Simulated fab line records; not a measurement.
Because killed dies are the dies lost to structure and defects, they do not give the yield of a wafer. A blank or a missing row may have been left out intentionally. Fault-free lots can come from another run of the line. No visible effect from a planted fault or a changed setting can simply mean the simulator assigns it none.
fab line records	flow n5_finfet
record: lots: 7	wafers: 21
route steps=1938 shown MOL_CONTACT_COAG@517 BEOL_M0_SAQP@632
start_h: hours from the record's first day to the start of the lot's first wafer shown	wait_h: how many hours have passed since the lot's step before this one	" repeats the value in the row above	L1.1+2: a row that stands for several wafers	- either no value or no given start	* or withheld: withheld	< > ~ a bound
route shown NAME@n: names a module that has steps shown in the file, with the first one's number in the route	usual: mean/standard deviation of fault-free wafers	same: alike in all rows	chamber/n: place in a boat	sites: readings site by site	_std_site: standard deviation across them	_edge_site: inner sites' mean taken away from outer sites' mean	radius_mm: for every site, how far away it sits from the centre of the wafer	mask NAME#n: copy n	behind: tool/chamber where the wafer was last shaped	hold: the reason the lot was held/the length of the hold in hours/how it ended	device: names the non-switching transistor (n, p or np)	end of line: tests run on the same wafers once the route is complete	a step with no rows: only its recipe	killed: at the first sort, the dies lost to defects and structure; wafer yield is something else	map: shows each die of a wafer: x if killed, . if not, _ if none is there
set.NAME: the setting the step ran with; set.NAME@STEP: the setting that earlier step ran with	model.NAME: the simulator's own value behind a step, which no gauge read
lots where settings were altered on purpose, with a table for each step and a row for each wafer
== steps ==
step: N5_MOL_CONTACT_COAG_COAT_103
recipe: resist: SOC	temp_c: 250	time_s: 60	spin_rpm: 1500	resist_thk_nm: 80
lot.wafer	tool	chamber	start_h	wait_h	set.spin_rpm	model.SOC_of_MOL_CONTACT_COAG_COAT_103.thk_nm
L074.1+5	litho_track-05	0	87.69	0.0	1458	81.4
L074.2	"	0	"	"	1500	80.4
L076.3+6	litho_track-01	0	100.93	0.0	1500	79.8
L076.4	"	0	"	"	1500	80
L077.4+5	litho_track-05	0	105.97	0.0	1500	80
L077.6	"	0	"	"	1500	79.6
L078.2	litho_track-04	0	111.34	0.0	1392	83.2
L078.3	"	0	"	"	1392	83.4
L078.6	"	0	"	"	1500	80.2
L086.1	litho_track-05	0	160.47	0.0	1500	79.8
L086.2	"	0	"	"	1630	76.6
L086.3	"	0	"	"	1630	77
L087.2+5	litho_track-05	0	165.63	0.0	1500	79.6
L087.6	"	0	"	"	1377	83.4
L091.2+3+4	litho_track-05	0	202.43	0.0	1500	79.8
step: N5_MOL_CONTACT_COAG_EXPOSE_05
recipe: mask_id: CA	na: 0.33	source_shape: annular	sigma_inner: 0.4	sigma_outer: 0.8	polarization: unpolarized	defocus_nm: 0	dose_mj: 38.25
lot.wafer	tool	chamber	start_h	wait_h	mask	set.dose_mj
L074.1+2	euv_scanner-02	0	92.03	-	CA#0	38.25
L074.5	"	0	"	"	CA#0	36.07
L076.3+4	euv_scanner-01	0	101.08	-	CA#0	36.21
L076.6	"	0	"	"	CA#0	38.25
L077.4+6	euv_scanner-01	0	106.13	-	CA#0	40.2
L077.5	"	0	"	"	CA#0	38.25
L078.2	euv_scanner-01	0	111.49	-	CA#0	38.25
L078.3+6	"	0	"	"	CA#0	40.74
L086.1+2	euv_scanner-01	0	160.76	-	CA#0	35.83
L086.3	"	0	"	"	CA#0	38.25
L087.2+5+6	euv_scanner-01	0	165.79	-	CA#0	38.25
L091.2+3+4	euv_scanner-02	0	202.58	-	CA#0	38.25
step: N5_MOL_CONTACT_COAG_PEB_06
recipe: peb_temp_c: 100	peb_time_s: 60	resist: CAR-EUV
step: N5_MOL_CONTACT_COAG_DEVELOP_07
recipe: develop_time_s: 30	developer: TMAH	resist: CAR-EUV	rinse_liquid: surfactant_rinse	dry: air_spin	dev_temp_c: 23
step: N5_MOL_CONTACT_COAG_CD_MEAS_08
recipe: target_cd_nm: 28	landing_energy_ev: 500	detector: se_inlens	polarity: opening
usual: cd_nm: 27.99/0.24
lot.wafer	tool	chamber	start_h	wait_h	set.dose_mj@MOL_CONTACT_COAG_EXPOSE_05	cd_nm
L074.1	cd_sem-01	0	92.16	-	38.25	28.20
L074.2	"	0	"	"	38.25	27.90
L074.5	"	0	"	"	36.07	27.04
L076.3	cd_sem-01	0	101.20	-	36.21	26.67
L076.4	"	0	"	"	36.21	26.72
L076.6	"	0	"	"	38.25	27.93
L077.4	cd_sem-03	0	106.24	-	40.2	29.38
L077.5	"	0	"	"	38.25	28.27
L077.6	"	0	"	"	40.2	28.95
L078.2	cd_sem-03	0	111.61	-	38.25	28.01
L078.3	"	0	"	"	40.74	29.43
L078.6	"	0	"	"	40.74	29.28
L086.1	cd_sem-01	0	160.89	-	35.83	26.67
L086.2	"	0	"	"	35.83	26.79
L086.3	"	0	"	"	38.25	27.74
L087.2	cd_sem-03	0	165.92	-	38.25	27.74
L087.5	"	0	"	"	38.25	27.74
L087.6	"	0	"	"	38.25	27.97
L091.2	cd_sem-01	0	202.70	-	38.25	28.24
L091.3	"	0	"	"	38.25	28.11
L091.4	"	0	"	"	38.25	28.14
step: N5_MOL_CONTACT_COAG_DESCUM_13
recipe: chemistry: O2	time_s: 7	source_power_w: 50	bias_power_w: 20	pressure_mtorr: 20	rf_frequency_hz: 2.712e+07	temp_c: 40	resist: CAR-EUV	o2_flow_sccm: 225
step: N5_MOL_CONTACT_COAG_ETCH_59
recipe: chemistry: N2/H2	target: underlayer	target_depth_a: 130	mask_material: CAR-EUV	time_s: 10.4	ion_energy_ev: 200	pressure_mtorr: 30	source_w: 840	bias_w: 150	n2_flow_sccm: 200	h2_flow_sccm: 200	ends: cleared
lot.wafer	tool	chamber	start_h	wait_h	set.dose_mj@MOL_CONTACT_COAG_EXPOSE_05	model.MOL_CONTACT_COAG.cd_offset_nm
L074.1	rie_diel-01	3	92.32	0.0	38.25	0.4
L074.2	"	2	"	"	38.25	0.2
L074.5	"	2	"	"	36.07	-1
L076.3	rie_diel-01	0	101.35	0.0	36.21	-1.2
L076.4	"	2	"	"	36.21	-1.4
L076.6	"	0	"	"	38.25	0
L077.4+6	rie_diel-01	1,0	106.40	0.0	40.2	1
L077.5	"	1	"	"	38.25	0
L078.2	rie_diel-05	1	111.78	0.0	38.25	0.2
L078.3	"	0	"	"	40.74	1.2
L078.6	"	3	"	"	40.74	1.4
L086.1	rie_diel-05	1	161.07	0.0	35.83	-1.4
L086.2	"	3	"	"	35.83	-1.2
L086.3	"	0	"	"	38.25	0.4
L087.2+5	rie_diel-04	1,3	166.07	0.0	38.25	0
L087.6	"	2	"	"	38.25	-0.2
L091.2	rie_diel-04	3	202.86	0.0	38.25	0.4
L091.3+4	"	2,0	"	"	38.25	0
step: N5_MOL_CONTACT_COAG_ETCH_105
recipe: chemistry: CF4	target: SiARC	target_depth_a: 156	mask_material: CAR-EUV	time_s: 26	ion_energy_ev: 80	pressure_mtorr: 40	source_w: 545	bias_w: 36	Ar_flow_sccm: 100	cf4_flow_sccm: 100	ends: cleared
step: N5_MOL_CONTACT_COAG_ETCH_106
recipe: chemistry: N2/H2	target: SOC	target_depth_a: 800	overetch_a: 160	mask_material: SiARC	temp_c: 40	time_s: 120	ion_energy_ev: 200	pressure_mtorr: 30	source_w: 840	bias_w: 150	n2_flow_sccm: 200	h2_flow_sccm: 200
lot.wafer	tool	chamber	start_h	wait_h	set.spin_rpm@MOL_CONTACT_COAG_COAT_103	model.etch.depth_nm
L074.1	rie_diel-01	3	92.37	0.0	1458	81.31
L074.2	"	2	"	"	1500	80.35
L074.5	"	2	"	"	1458	81.32
L076.3+6	rie_diel-01	0	101.40	0.0	1500	79.86
L076.4	"	2	"	"	1500	79.94
L077.4	rie_diel-01	1	106.44	0.0	1500	79.99
L077.5	"	1	"	"	1500	79.92
L077.6	"	0	"	"	1500	79.64
L078.2	rie_diel-05	1	111.82	0.0	1392	83.27
L078.3	"	0	"	"	1392	83.3
L078.6	"	3	"	"	1500	80.28
L086.1	rie_diel-05	1	161.12	0.0	1500	79.84
L086.2	"	3	"	"	1630	76.61
L086.3	"	0	"	"	1630	76.91
L087.2	rie_diel-04	1	166.12	0.0	1500	79.69
L087.5	"	3	"	"	1500	79.56
L087.6	"	2	"	"	1377	83.35
L091.2	rie_diel-04	3	202.91	0.0	1500	79.88
L091.3	"	2	"	"	1500	79.8
L091.4	"	0	"	"	1500	79.79
step: N5_MOL_CONTACT_COAG_STRIP_107
recipe: chemistry: N2/H2	temp_c: 40	n2_flow_sccm: 200	h2_flow_sccm: 200	rf_frequency_hz: 6e+07
step: N5_MOL_CONTACT_COAG_STRIP_108
recipe: chemistry: N2/H2	temp_c: 40	n2_flow_sccm: 200	h2_flow_sccm: 200	rf_frequency_hz: 6e+07
step: N5_MOL_CONTACT_COAG_CONTACT_ETCH_14
recipe: chemistry: C4F6/O2	target: SiO2	target_depth_a: 275	overetch_a: 85	mask_material: SOC	pressure_mtorr: 30	source_w: 370	bias_w: 185	Ar_flow_sccm: 300	C4F6_flow_sccm: 16	O2_flow_sccm: 10	time_s: 20	ion_energy_ev: 259.6
step: N5_MOL_CONTACT_COAG_STRIP_109
recipe: chemistry: C4F6/O2	resist: SiARC	rf_frequency_hz: 6e+07
step: N5_MOL_CONTACT_COAG_ETCH_15
recipe: chemistry: CH3F/O2	target: SiNx	target_depth_a: 70	mask_material: SOC	stop_on: Si:P	over_etch_frac: 0.75	ion_energy_ev: 120	pressure_mtorr: 30	source_w: 395	bias_w: 73	Ar_flow_sccm: 150	CH3F_flow_sccm: 30	O2_flow_sccm: 20
lot.wafer	tool	chamber	start_h	wait_h	set.spin_rpm@MOL_CONTACT_COAG_COAT_103	set.dose_mj@MOL_CONTACT_COAG_EXPOSE_05	model.SOC_of_MOL_CONTACT_COAG_COAT_103.thk_nm	model.MOL_CONTACT_COAG.cd_offset_nm
L074.1	rie_diel-01	3	92.50	0.0	1458	38.25	76.4	0.4
L074.2	"	2	"	"	1500	38.25	75.6	0
L074.5	"	2	"	"	1458	36.07	76.6	-1
L076.3	rie_diel-01	0	101.54	0.0	1500	36.21	75	-1
L076.4	"	2	"	"	1500	36.21	75.2	-1.2
L076.6	"	0	"	"	1500	38.25	75	0
L077.4	rie_diel-01	1	106.58	0.0	1500	40.2	75.2	1
L077.5	"	1	"	"	1500	38.25	75	0
L077.6	"	0	"	"	1500	40.2	74.8	1.2
L078.2	rie_diel-05	1	111.96	0.0	1392	38.25	78.4	0.2
L078.3	"	0	"	"	1392	40.74	78.6	1.4
L078.6	"	3	"	"	1500	40.74	75.4	1.6
L086.1	rie_diel-05	1	161.25	0.0	1500	35.83	75	-1.4
L086.2	"	3	"	"	1630	35.83	71.8	-1.2
L086.3	"	0	"	"	1630	38.25	72.2	0.2
L087.2	rie_diel-04	1	166.26	0.0	1500	38.25	75	-0.4
L087.5	"	3	"	"	1500	38.25	74.8	-0.4
L087.6	"	2	"	"	1377	38.25	78.6	-0.4
L091.2	rie_diel-04	3	203.04	0.0	1500	38.25	75	0.4
L091.3	"	2	"	"	1500	38.25	75.2	0
L091.4	"	0	"	"	1500	38.25	75	0
step: N5_MOL_CONTACT_COAG_ETCH_110
recipe: chemistry: CF4/O2	target: Si	target_depth_a: 25	time_s: 8	pressure_mtorr: 100	source_w: 200	bias_w: 12	ion_energy_ev: 60	Ar_flow_sccm: 100	cf4_flow_sccm: 100	O2_flow_sccm: 10
lot.wafer	tool	chamber	start_h	wait_h	set.dose_mj@MOL_CONTACT_COAG_EXPOSE_05	model.MOL_CONTACT_COAG.cd_offset_nm
L074.1	rie_diel-01	3	92.56	0.0	38.25	0.6
L074.2	"	2	"	"	38.25	0
L074.5	"	2	"	"	36.07	-1.2
L076.3	rie_diel-01	0	101.60	0.0	36.21	-1.2
L076.4	"	2	"	"	36.21	-1.4
L076.6	"	0	"	"	38.25	0
L077.4	rie_diel-01	1	106.64	0.0	40.2	1
L077.5	"	1	"	"	38.25	0
L077.6	"	0	"	"	40.2	1.2
L078.2	rie_diel-05	1	112.02	0.0	38.25	0.2
L078.3	"	0	"	"	40.74	1.4
L078.6	"	3	"	"	40.74	1.6
L086.1	rie_diel-05	1	161.31	0.0	35.83	-1.4
L086.2	"	3	"	"	35.83	-1
L086.3	"	0	"	"	38.25	0.4
L087.2+6	rie_diel-04	1,2	166.32	0.0	38.25	-0.4
L087.5	"	3	"	"	38.25	-0.6
L091.2	rie_diel-04	3	203.10	0.0	38.25	0.2
L091.3	"	2	"	"	38.25	0
L091.4	"	0	"	"	38.25	-0.2
step: N5_MOL_CONTACT_COAG_STRIP_98
recipe: chemistry: N2/H2	power_w: 500	temp_c: 40	pressure_mtorr: 50	rf_frequency_hz: 6e+07	overash_fraction: 0.3	bias_power_w: 8	h2_frac: 0.5	n2_flow_sccm: 300	h2_flow_sccm: 300
step: N5_MOL_CONTACT_COAG_CD_MEAS_99
recipe: target_cd_nm: 17.2	polarity: opening
usual: cd_nm: 17.18/0.3
lot.wafer	tool	chamber	start_h	wait_h	set.dose_mj@MOL_CONTACT_COAG_EXPOSE_05	cd_nm
L074.1	cd_sem-03	-	92.68	-	38.25	18.06
L074.2	"	-	"	"	38.25	17.17
L074.5	"	-	"	"	36.07	16.00
L076.3	cd_sem-01	-	101.72	-	36.21	16.08
L076.4	"	-	"	"	36.21	15.64
L076.6	"	-	"	"	38.25	17.25
L077.4	cd_sem-03	-	106.76	-	40.2	18.22
L077.5	"	-	"	"	38.25	17.38
L077.6	"	-	"	"	40.2	18.10
L078.2	cd_sem-02	-	112.14	-	38.25	17.51
L078.3	"	-	"	"	40.74	18.43
L078.6	"	-	"	"	40.74	18.66
L086.1	cd_sem-02	-	161.43	-	35.83	15.82
L086.2	"	-	"	"	35.83	15.89
L086.3	"	-	"	"	38.25	17.45
L087.2	cd_sem-01	-	166.44	-	38.25	16.73
L087.5	"	-	"	"	38.25	16.72
L087.6	"	-	"	"	38.25	16.93
L091.2	cd_sem-01	-	203.22	-	38.25	17.01
L091.3	"	-	"	"	38.25	16.89
L091.4	"	-	"	"	38.25	16.90
step: N5_MOL_CONTACT_COAG_PECVD_31
recipe: material: SiO2	target_thk_a: 460	temp_c: 400	precursor: TEOS/O2	pressure_torr: 6.5	rf_w: withheld	teos_flow_sccm: withheld	gas: O2	flow_sccm: 2650	time_s: 8.9
lot.wafer	tool	chamber	start_h	wait_h	set.temp_c	model.SiO2_of_MOL_CONTACT_COAG_PECVD_31.thk_nm
L074.1	pecvd-04	2	102.32	0.3	410.2	43.6
L074.2	"	0	"	"	410.2	43.4
L074.5	"	1	"	"	410.2	44
L076.3	pecvd-04	0	109.08	0.3	400	45.6
L076.4	"	0	"	"	400	46.4
L076.6	"	1	"	"	400	45.8
L077.4	pecvd-03	2	114.53	0.3	416	42
L077.5	"	0	"	"	400	46.6
L077.6	"	2	"	"	400	46.2
L078.2+6	pecvd-02	0,2	121.94	0.3	400	46.4
L078.3	"	1	"	"	400	45.6
L086.1+3	pecvd-03	1,2	172.54	0.3	400	45.8
L086.2	"	0	"	"	412.6	42.2
L087.2	pecvd-03	2	178.21	0.3	400	45
L087.5	"	0	"	"	414.9	42.2
L087.6	"	2	"	"	414.9	41.8
L091.2+3	pecvd-02	2,1	216.54	0.3	400	46.2
L091.4	"	0	"	"	400	46.8
step: N5_MOL_CONTACT_COAG_COAT_76
recipe: resist: SiARC	temp_c: 220	time_s: 60	spin_rpm: 1500	resist_thk_nm: 10
lot.wafer	tool	chamber	start_h	wait_h	set.spin_rpm	model.SiARC_of_MOL_CONTACT_COAG_COAT_76.thk_nm
L074.1	litho_track-01	0	-	-	1436	10.2
L074.2+5	"	0	"	"	1500	10
L076.3+4	litho_track-04	0	-	-	1500	10
L076.6	"	0	"	"	1614	9.6
L077.4+6	litho_track-04	0	-	-	1619	9.6
L077.5	"	0	"	"	1500	10
L078.2+3	litho_track-04	0	-	-	1500	10
L078.6	"	0	"	"	1420	10.4
L086.1+2+3	litho_track-04	0	-	-	1500	10
L087.2+6	litho_track-04	0	-	-	1419	10.4
L087.5	"	0	"	"	1500	10
L091.2+3+4	litho_track-05	0	-	-	1500	10
step: N5_MOL_CONTACT_COAG_COAT_77
recipe: resist: underlayer	temp_c: 205	time_s: 60	spin_rpm: 1500	resist_thk_nm: 10
step: N5_MOL_CONTACT_COAG_COAT_78
recipe: resist: CAR-EUV	spin_rpm: 1500	resist_thk_nm: 40
step: N5_MOL_CONTACT_COAG_DESCUM_88
recipe: chemistry: O2	time_s: 7	source_power_w: 50	bias_power_w: 20	pressure_mtorr: 20	rf_frequency_hz: 2.712e+07	temp_c: 40	resist: CAR-EUV	o2_flow_sccm: 225
step: N5_MOL_CONTACT_COAG_ETCH_89
recipe: chemistry: N2/H2	target: underlayer	target_depth_a: 130	mask_material: CAR-EUV	time_s: 10.4	ion_energy_ev: 200	pressure_mtorr: 30	source_w: 840	bias_w: 150	n2_flow_sccm: 200	h2_flow_sccm: 200	ends: cleared
step: N5_MOL_CONTACT_COAG_ETCH_90
recipe: chemistry: CF4	target: SiARC	target_depth_a: 130	mask_material: CAR-EUV	time_s: 21.7	ion_energy_ev: 80	pressure_mtorr: 40	source_w: 545	bias_w: 36	Ar_flow_sccm: 100	cf4_flow_sccm: 100	ends: cleared
lot.wafer	tool	chamber	start_h	wait_h	set.spin_rpm@MOL_CONTACT_COAG_COAT_76	model.CAR-EUV_of_MOL_CONTACT_COAG_COAT_78.thk_nm	model.etch.depth_nm
L074.1	rie_diel-01	0	102.96	0.0	1436	16.8	10.19
L074.2	"	1	"	"	1500	17	10.01
L074.5	"	3	"	"	1500	17	9.998
L076.3	rie_diel-05	3	109.72	0.0	1500	17	9.978
L076.4	"	1	"	"	1500	17	10.01
L076.6	"	2	"	"	1614	17.2	9.65
L077.4	rie_diel-04	1	115.62	0.0	1619	17.4	9.692
L077.5	"	2	"	"	1500	17	10.04
L077.6	"	0	"	"	1619	17.4	9.683
L078.2	rie_diel-05	2	122.58	0.0	1500	17	10.04
L078.3	"	3	"	"	1500	17	10.06
L078.6	"	2	"	"	1420	16.8	10.32
L086.1	rie_diel-01	0	173.05	0.0	1500	17	10.04
L086.2	"	2	"	"	1500	17	10
L086.3	"	1	"	"	1500	17	9.968
L087.2	rie_diel-04	3	179.58	0.0	1419	16.8	10.31
L087.5	"	3	"	"	1500	17	10.05
L087.6	"	2	"	"	1419	16.6	10.32
L091.2	rie_diel-01	1	217.16	0.0	1500	17	10.01
L091.3	"	0	"	"	1500	17	9.992
L091.4	"	1	"	"	1500	17	10.03
step: N5_MOL_CONTACT_COAG_ALD_131
recipe: material: SiO2	target_thk_a: 50	temp_c: 100	ald_precursor_family: BDEAS	ald_co_reactant: O2-plasma	pulse_time_s: 1	co_reactant_pulse_time_s: 1	purge_time_s: 2	co_reactant_purge_time_s: 2	ald_cycles: 35	pressure_torr: 2
step: N5_MOL_CONTACT_COAG_ETCHBACK_132
recipe: chemistry: CHF3	target: SiO2	target_depth_a: 100	time_s: 6.7	ion_energy_ev: 200	pressure_mtorr: 30	source_w: 610	bias_w: 170	Ar_flow_sccm: 200	CHF3_flow_sccm: 50
step: N5_MOL_CONTACT_COAG_ETCHBACK_135
recipe: chemistry: CHF3	target: SiO2	target_depth_a: 250	time_s: 16.7	ion_energy_ev: 200	pressure_mtorr: 30	source_w: 610	bias_w: 170	Ar_flow_sccm: 200	CHF3_flow_sccm: 50
step: N5_MOL_CONTACT_COAG_STRIP_118
recipe: chemistry: CHF3	resist: SiARC	rf_frequency_hz: 6e+07
step: N5_MOL_CONTACT_COAG_VIA_ETCH_46
recipe: chemistry: C4F6/O2	target_depth_a: 460	overetch_a: 92	mask_material: SOC	target: SiO2	bias_w: 455	pressure_mtorr: 10	time_s: 40	source_w: 325	Ar_flow_sccm: 300	C4F6_flow_sccm: 10	O2_flow_sccm: 10	ion_energy_ev: 575.3	ends: end_point
lot.wafer	tool	chamber	start_h	wait_h	set.temp_c@MOL_CONTACT_COAG_PECVD_31	model.etch.depth_nm
L074.1	rie_diel-01	2	103.38	0.0	410.2	43.5
L074.2	"	0	"	"	410.2	43.43
L074.5	"	0	"	"	410.2	44.08
L076.3	rie_diel-05	3	110.25	0.0	400	45.64
L076.4	"	2	"	"	400	46.33
L076.6	"	2	"	"	400	45.83
L077.4	rie_diel-04	2	116.06	0.0	416	41.99
L077.5	"	1	"	"	400	46.65
L077.6	"	0	"	"	400	46.21
L078.2	rie_diel-05	1	123.00	0.0	400	46.41
L078.3	"	0	"	"	400	45.54
L078.6	"	1	"	"	400	46.35
L086.1	rie_diel-05	3	173.60	0.0	400	45.82
L086.2	"	2	"	"	412.6	42.25
L086.3	"	0	"	"	400	45.71
L087.2	rie_diel-04	2	180.45	0.0	400	44.99
L087.5	"	3	"	"	414.9	42.17
L087.6	"	2	"	"	414.9	41.75
L091.2	rie_diel-01	3	217.72	0.0	400	46.24
L091.3	"	1	"	"	400	46.26
L091.4	"	0	"	"	400	46.71
step: N5_BEOL_M0_SAQP_PECVD_00
recipe: material: SiCN	target_thk_a: 80	temp_c: withheld	precursor: 3MS/NH3	pressure_torr: 3	rf_w: 202	time_s: 14
lot.wafer	tool	chamber	start_h	wait_h	set.time_s	model.SiCN_of_BEOL_M0_SAQP_PECVD_00.thk_nm
L074.1+5	pecvd-03	0,2	109.49	0.2	14	7.8
L074.2	"	2	"	"	14	7.6
L076.3	pecvd-01	2	118.24	0.1	14	8.2
L076.4	"	2	"	"	14.7	8.6
L076.6	"	0	"	"	14.7	8.8
L077.4	pecvd-04	0	121.96	0.1	14	8.2
L077.5+6	"	1,2	"	"	14	8
L078.2+3	pecvd-03	1,0	129.14	0.2	14	8
L078.6	"	1	"	"	14	8.2
L086.1+2	pecvd-04	1,2	179.73	0.2	14	8
L086.3	"	0	"	"	14	7.8
L087.2	pecvd-01	0	186.45	0.2	14	8
L087.5	"	2	"	"	14	8.2
L087.6	"	1	"	"	15.72	9.2
L091.2	pecvd-04	0	223.49	0.2	14	7.8
L091.3+4	"	1,2	"	"	14	8
== key ==
split: step: N5_MOL_CONTACT_COAG_COAT_103	setting: spin_rpm	stated: 1500	by: wafer
response: step: N5_MOL_CONTACT_COAG_COAT_103	reading: model.SOC_of_MOL_CONTACT_COAG_COAT_103.thk_nm	change: -0.407	per: 1%	r: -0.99
response: step: N5_MOL_CONTACT_COAG_ETCH_106	reading: model.etch.depth_nm	change: -0.404	per: 1%	r: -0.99
response: step: N5_MOL_CONTACT_COAG_ETCH_15	reading: model.SOC_of_MOL_CONTACT_COAG_COAT_103.thk_nm	change: -0.402	per: 1%	r: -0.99
split: step: N5_MOL_CONTACT_COAG_EXPOSE_05	setting: dose_mj	stated: 38.25	by: wafer
response: step: N5_MOL_CONTACT_COAG_CD_MEAS_08	reading: cd_nm	change: +0.189	per: 1%	r: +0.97
response: step: N5_MOL_CONTACT_COAG_ETCH_59	reading: model.MOL_CONTACT_COAG.cd_offset_nm	change: +0.221	per: 1%	r: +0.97
response: step: N5_MOL_CONTACT_COAG_ETCH_15	reading: model.MOL_CONTACT_COAG.cd_offset_nm	change: +0.214	per: 1%	r: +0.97
response: step: N5_MOL_CONTACT_COAG_ETCH_110	reading: model.MOL_CONTACT_COAG.cd_offset_nm	change: +0.234	per: 1%	r: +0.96
response: step: N5_MOL_CONTACT_COAG_CD_MEAS_99	reading: cd_nm	change: +0.221	per: 1%	r: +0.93
split: step: N5_MOL_CONTACT_COAG_PECVD_31	setting: temp_c	stated: 400	by: wafer
response: step: N5_MOL_CONTACT_COAG_PECVD_31	reading: model.SiO2_of_MOL_CONTACT_COAG_PECVD_31.thk_nm	change: -1.01	per: 1%	r: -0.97
response: step: N5_MOL_CONTACT_COAG_VIA_ETCH_46	reading: model.etch.depth_nm	change: -1.01	per: 1%	r: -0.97
split: step: N5_MOL_CONTACT_COAG_COAT_76	setting: spin_rpm	stated: 1500	by: wafer
response: step: N5_MOL_CONTACT_COAG_COAT_76	reading: model.SiARC_of_MOL_CONTACT_COAG_COAT_76.thk_nm	change: -0.0578	per: 1%	r: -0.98
response: step: N5_MOL_CONTACT_COAG_ETCH_90	reading: model.CAR-EUV_of_MOL_CONTACT_COAG_COAT_78.thk_nm	change: +0.0419	per: 1%	r: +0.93
response: step: N5_MOL_CONTACT_COAG_ETCH_90	reading: model.etch.depth_nm	change: -0.046	per: 1%	r: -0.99
split: step: N5_BEOL_M0_SAQP_PECVD_00	setting: time_s	stated: 14	by: wafer
response: step: N5_BEOL_M0_SAQP_PECVD_00	reading: model.SiCN_of_BEOL_M0_SAQP_PECVD_00.thk_nm	change: +0.091	per: 1%	r: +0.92
